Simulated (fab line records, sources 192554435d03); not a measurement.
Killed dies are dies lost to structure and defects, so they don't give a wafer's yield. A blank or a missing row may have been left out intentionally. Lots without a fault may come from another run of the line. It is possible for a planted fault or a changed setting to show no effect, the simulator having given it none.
One fault seen from 2 desks | flow n5-finfet | each desk holds nothing but its own numbers, with what lay behind them at the end

THE METROLOGY DESK
Means of the sampled wafers that have a number, per lot and without regard to the tool the lot ran on: this is what the gauges read. The brackets show how far a lot's mean lies from the usual mean; more than 4 standard deviations puts the lot out of limits, marked OUT. It has 12 readings; the 7 that lie furthest out on some lot are the ones shown.
Columns: A = IOFF_N at N5_BEOL_M4_RC_MEAS_101, usual 0.16 nA/um; B = IOFF_P at N5_BEOL_M4_RC_MEAS_101, usual 0.22 nA/um; C = ION_N at N5_BEOL_M4_RC_MEAS_101, usual 673 uA/um; D = ION_P at N5_BEOL_M4_RC_MEAS_101, usual 463 uA/um; E = SS_N at N5_BEOL_M4_RC_MEAS_101, usual 71.6 mV/dec; F = SS_P at N5_BEOL_M4_RC_MEAS_101, usual 73.4 mV/dec; G = VT_P at N5_BEOL_M4_RC_MEAS_101, usual -250 mV
lot  | first seen here | A    | B    | C   | D   | E    | F    | G
L705 | day 1 23:22     | 0.20 | 0.26 | 677 | 465 | 72.0 | 73.6 | -249
L709 | day 2 21:28     | 0.18 | 0.23 | 679 | 462 | 72.2 | 73.2 | -251
L717 | day 4 22:01     | 0.18 | 0.28 | 684 | 473 | 71.7 | 73.6 | -243
L719 | day 5 11:14     | 0.18 | 0.25 | 691 | 476 | 71.8 | 73.5 | -248
L727 | day 7 08:59     | 0.16 | 0.22 | 673 | 466 | 71.5 | 74.3 | -251
This desk found nothing out of limits on any of the 5 lots.

TOOL OWNER'S DESK, litho-track-04
The tool's own readings at N5_FIN_SAQP_COAT_49 (time 60 s, resist thk 100 nm): means of the sampled wafers that have a number, for each lot that ran on this tool. The brackets show how far a lot's mean lies from the usual mean; more than 4 standard deviations puts the lot out of limits, marked OUT.
Columns: A = resist-line-temp-C at N5_FIN_SAQP_COAT_49, usual 23.00 C; B = run-length-s at N5_FIN_SAQP_COAT_49, usual 66.32 s
lot  | first seen here | A     | B
L709 | day 2 21:47     | 23.03 | 66.54
L719 | day 5 11:34     | 23.10 | 70.34 (+22) OUT
Finding of this desk: L719 out of limits; the first was L719 at day 5 11:34, on run-length-s at N5_FIN_SAQP_COAT_49. In limits: L709.

BROUGHT TOGETHER
On L719, at day 5 11:34, an alarm was possible from the tool owner's desk.
From the metrology desk's view, nothing was out of limits.
The metrology desk holds a record of L719, inside its limits.
Of the lots named, all ran N5_FIN_SAQP_COAT_49 on litho-track-04.

WHAT THE SIMULATOR HAD PUT IN
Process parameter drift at N5_FIN_SAQP_COAT_49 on litho-track-04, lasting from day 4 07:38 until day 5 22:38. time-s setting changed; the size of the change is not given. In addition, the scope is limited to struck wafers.
Lots struck among those shown: L719.
Hours from the fault's start to each desk's first reading out of limits: the tool owner's desk, 28.
